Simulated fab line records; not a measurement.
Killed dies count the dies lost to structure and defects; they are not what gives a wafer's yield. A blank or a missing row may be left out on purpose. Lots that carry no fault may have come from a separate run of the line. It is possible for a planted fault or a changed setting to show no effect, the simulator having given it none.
Struck lot and sound lot, side by side :: flow n5 finfet :: 37 out of 1938 route steps
Sound: these wafers, L557.2, L557.4, L557.5. Struck: wafer L569.6. (L569.1, L569.4 of the same lot were not struck and are left out.) The cause comes at the end.
For every step that has rows: the tool of each side, followed by ch and its chambers, followed by its first start. Under that, the readings that differ: sound wafers :: struck wafers :: difference of the means :: sigmas: that difference in standard deviations of wafers without a fault.
alike: same words and numbers on both sides, and readings whose means sit less than 2 such deviations apart. not compared: any withheld reading, any reading some wafer has no value for, any bound like >300 that may hide the same value, and any number with overlapping values for which the record gives no deviation.
The two part at a step that has a row with sigmas, a row that says differs or no value, or rows on one side only. Non-overlapping numbers with no deviation appear without sigmas and do not part them. A reading missing from all wafers of one side parts the sides only when that side holds two or more wafers.

first, 9 steps without rows for these wafers: N5_BEOL_M4_ANNEAL_95 (time 240 s); N5_BEOL_M4_SPUTTER_96 (material Cu, target thk 4.5 nm, time 8.29 s); N5_BEOL_M4_ECD_50 (material Cu, target thk 300 nm); N5_BEOL_M4_ANNEAL_51 (time 90 s); N5_BEOL_M4_CMP_52 (polishes, stops on SiOC, t overpolish 6.8 s, target thk 40 nm); N5_BEOL_M4_PRE_CLEAN_60 (time 15 s); N5_BEOL_M4_CO_CAP_55 (material Co, precursor CCTBA/H2, target thk 2 nm, time 102.1 s); N5_BEOL_M4_PRE_CLEAN_56 (time 15 s); N5_BEOL_M4_DEP_57 (deposits SiCN from 3MS/NH3, target thk 8 nm, time 14 s).
N5_BEOL_M4_RC_MEAS_101:
  sound on prober-02 ch 0, day 10 12:13; struck on prober-02 ch 0, day 14 11:07
  alike: DIBL_N, DIBL_P, IOFF_N, IOFF_P, ION_N, ION_P, SS_N, SS_P, VT_N, VT_P
then, 24 steps without rows for these wafers: N5_BEOL_M5_ILD_DEP_00 (deposits SiCOH lowk from DEMS/porogen, target thk 140.64 nm, time 25.9 s); N5_BEOL_M5_CURE_79 (cures SiCOH lowk, time 240 s); N5_BEOL_M5_PECVD_70 (deposits SiO2 from TEOS/O2, target thk 16 nm, time 18 s); N5_BEOL_M5_HM_DEP_02 (deposits TiN, target thk 20 nm); N5_BEOL_M5_COAT_59 (time 60 s, resist thk 60 nm); N5_BEOL_M5_COAT_60 (time 60 s, resist thk 12 nm); N5_BEOL_M5_COAT_71 (time 60 s, resist thk 5 nm); N5_BEOL_M5_COAT_05 (resist thk 30 nm); N5_BEOL_M5_EBR_07; N5_BEOL_M5_SOFTBAKE_06 (time 60 s); N5_BEOL_M5_EXPOSE_08 (exposes mask M5, target cd 28 nm); N5_BEOL_M5_PEB_09 (peb time 60 s); N5_BEOL_M5_DEVELOP_10 (develop time 30 s); N5_BEOL_M5_DESCUM_16 (chemistry O2, time 7 s); N5_BEOL_M5_ETCH_72 (etches underlayer in N2/H2, target depth 6.5 nm, time 5.2 s); N5_BEOL_M5_ETCH_61 (etches SiARC in CF4, target depth 15.6 nm, time 26 s); N5_BEOL_M5_ETCH_62 (etches SOC in N2/H2, target depth 75 nm, overetch 15 nm, time 112.5 s); N5_BEOL_M5_STRIP_63 (strips in N2/H2); N5_BEOL_M5_STRIP_73 (strips in N2/H2); N5_BEOL_M5_STRIP_64 (strips in CF4); N5_BEOL_M5_HM_OPEN_17 (chemistry Cl2/BCl3, target TiN, target depth 20 nm, overetch 6 nm); N5_BEOL_M5_STRIP_19 (strips in O2); N5_BEOL_M5_COAT_65 (time 60 s, resist thk 60 nm); N5_BEOL_M5_COAT_66 (time 60 s, resist thk 12 nm).
-- record jumps: 4 days separate the struck wafers' starts on either side; left off in module BEOL_M5, taken up again in module BEOL_M14, whose first shown step is the route's number 1764 --
N5_BEOL_M14_SPUTTER_45: material Cu, target thk 100 nm, time 16.67 s.
  struck on pvd sputter-02, day 18 01:27; sound on pvd sputter-02, day 13 23:54
  alike: substrate temp c, throttle valve pct
N5_BEOL_M15_RC_MEAS_101:
  sound on prober-02 ch 0, day 14 07:07; struck on prober-01 ch 0, day 18 07:28
reading: COMB_M15 (S/m)
sound: 1.5e-12 2.5e-12 2.3e-12
struck: 3.4e-12
difference: +1.3e-12
sigmas: +2

reading: SERP_M10 (ohm/um)
sound: 2.90 2.87 2.97
struck: 3.12
difference: +0.21
sigmas: +2

reading: SERP_M13 (ohm/um)
sound: 0.304 0.289 0.299
struck: 0.316
difference: +0.019
sigmas: +2
  alike: COMB_M10, COMB_M11, COMB_M12, COMB_M13, COMB_M14, COMB_M5, COMB_M6, COMB_M7, COMB_M8, COMB_M9, SERP_M11, SERP_M12, SERP_M14, SERP_M5, SERP_M6, SERP_M7, SERP_M7_max_site, SERP_M8, SERP_M9
  not compared: SERP_M14_max_site
N5_PASSIVATION_PROBE_49:
  struck on prober-02, day 19 00:17; sound on prober-01, day 14 23:33
reading: defect limited yield (%)
sound: 90.6 89.6 91.4
struck: 76.9
difference: -13.6
sigmas: -10

reading: killed_at_M4_up
sound: 10 15 13
struck: 207
difference: +194
sigmas: +37

reading: killed at front end
sound: 55 53 59
struck: 25
difference: -31
sigmas: -3

reading: killed dies
sound: 111 123 102
struck: 272
difference: +160
sigmas: +9

reading: killed on rim
sound: 15 15 13
struck: 51
difference: +37
sigmas: +9

reading: killed open
sound: 69 85 63
struck: 45
difference: -27
sigmas: -2

reading: sort_bin_5_function (%)
sound: 5.6 5.9 5.8
struck: 13.0
difference: +7.2
sigmas: +7

reading: sort_bin_6_memory (%)
sound: 3.6 4.2 2.4
struck: 9.7
difference: +6.3
sigmas: +10

reading: sort n pass
sound: 1069 1057 1078
struck: 908
difference: -160
sigmas: -8

reading: sort yield pct (%)
sound: 90.6 89.6 91.4
struck: 76.9
difference: -13.6
sigmas: -9
  alike: killed_at_M0_to_M3, killed at contacts, killed at other, killed short, sort_bin_4_leakage

== WHERE THEY PART ==
Last at N5_PASSIVATION_PROBE_49 as far as this record goes, first at N5_BEOL_M15_RC_MEAS_101.

WHY: whatever the simulator had introduced
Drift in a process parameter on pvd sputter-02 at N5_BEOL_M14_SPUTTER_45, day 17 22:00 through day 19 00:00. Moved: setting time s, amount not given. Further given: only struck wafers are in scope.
